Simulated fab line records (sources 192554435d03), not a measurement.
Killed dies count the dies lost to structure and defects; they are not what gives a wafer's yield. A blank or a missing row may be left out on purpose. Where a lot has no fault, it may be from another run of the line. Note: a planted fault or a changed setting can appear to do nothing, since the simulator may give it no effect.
Lot-split experiment ; flow n5-finfet ; 21 wafers read across 7 lots, on a route 1938 steps long

## THE SPLIT ITSELF
At N5_BEOL_M5_TRENCH_ETCH_37 (etches SiCOH lowk in C4F6/O2, target depth 71.652 nm, time 24.7 s), the setting source-w was moved away from the recipe's 345 W on 6 of the 21 wafers read, by -9.9% to +14.0%. All remaining wafers had this setting at the recipe value.

The reading comes from the split's own step.

## THE READING
rf-vpp-V, in V, at N5_BEOL_M5_TRENCH_ETCH_37 (etches SiCOH lowk in C4F6/O2, target depth 71.652 nm, time 24.7 s). A value of 666 V with a standard deviation of 6.2 V is what fault-free wafers of this fab line usually give.

wafer;tool, chamber at the split;source-w as run, W;against the recipe;rf-vpp-V, V;against lot-mates on the recipe
L074.3;rie-diel-06, 2;393.3;+14.0%;619;-48
L074.4;rie-diel-06, 1;345;recipe;671;-
L074.6;rie-diel-06, 3;345;recipe;664;-
L075.2;rie-diel-02, 2;345;recipe;681;-
L075.3;rie-diel-02, 0;345;recipe;670;-
L075.5;rie-diel-02, 1;362.3;+5.0%;653;-22
L083.2;rie-diel-05, 2;329.3;-4.6%;685;+22
L083.3;rie-diel-05, 1;345;recipe;656;-
L083.4;rie-diel-05, 0;345;recipe;669;-
L088.2;rie-diel-06, 0;345;recipe;656;-
L088.3;rie-diel-06, 3;345;recipe;662;-
L088.5;rie-diel-06, 1;345;recipe;671;-
L091.3;rie-diel-06, 2;345;recipe;660;-
L091.4;rie-diel-06, 0;345;recipe;656;-
L091.5;rie-diel-06, 2;345;recipe;661;-
L096.1;rie-diel-05, 0;345;recipe;669;-
L096.2;rie-diel-05, 2;345;recipe;668;-
L096.3;rie-diel-05, 1;310.8;-9.9%;693;+24
L097.2;rie-diel-05, 0;321.8;-6.7%;693;+25
L097.3;rie-diel-05, 1;321.8;-6.7%;678;+10
L097.4;rie-diel-05, 3;345;recipe;668;-

THE FIT
A straight line over all 21 wafers: rf-vpp-V changes by -3.12 V for each +1% of source-w; r = -0.91; the points scatter about the line by 6.8 V.
The same after taking each lot's own level away (the mean of its wafers on the recipe; 21 wafers): -3.2 V for each +1%; r = -0.94; scatter 5.6 V.
Per that fit: largest source-w move, reading shift of 45 V.
Across the lots, their own levels run from 659.0 to 675.5 V, a range of 2.7 times the standard deviation given above.
Hence the lot-to-lot level has little effect on the slope; both slopes agree.
Check: -42.5 V against its lot-mates is what the line predicts for one of the wafers moved furthest among these (+14.0%) when that wafer is left out of the fit. It came out at -48.5 V against them.
Tool readings at the split's step, against how far the setting was moved: rf-vpp-V r = -0.91.

## ADDITIONAL SPLITS CARRIED BY THESE WAFERS
Before the reading, these wafers also passed through other splits. Each is held against what the fit with the lots' levels taken away leaves over:
other split on the same wafers;wafers away from the commonest value;r with rf-vpp-V (lot level and that fit taken away)
N5_BEOL_M3_ETCH_64 time-s;10;-0.02
N5_BEOL_M3_COAT_76 spin-rpm;9;+0.02
N5_BEOL_M3_EXPOSE_25 dose-mj;8;-0.13
N5_BEOL_M4_COAT_67 spin-rpm;8;+0.15
N5_BEOL_M4_COAT_22 spin-rpm;11;+0.36

## FILE'S OWN FIT
rf-vpp-V changes by -3.23 V for each +1% of source-w, r = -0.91.
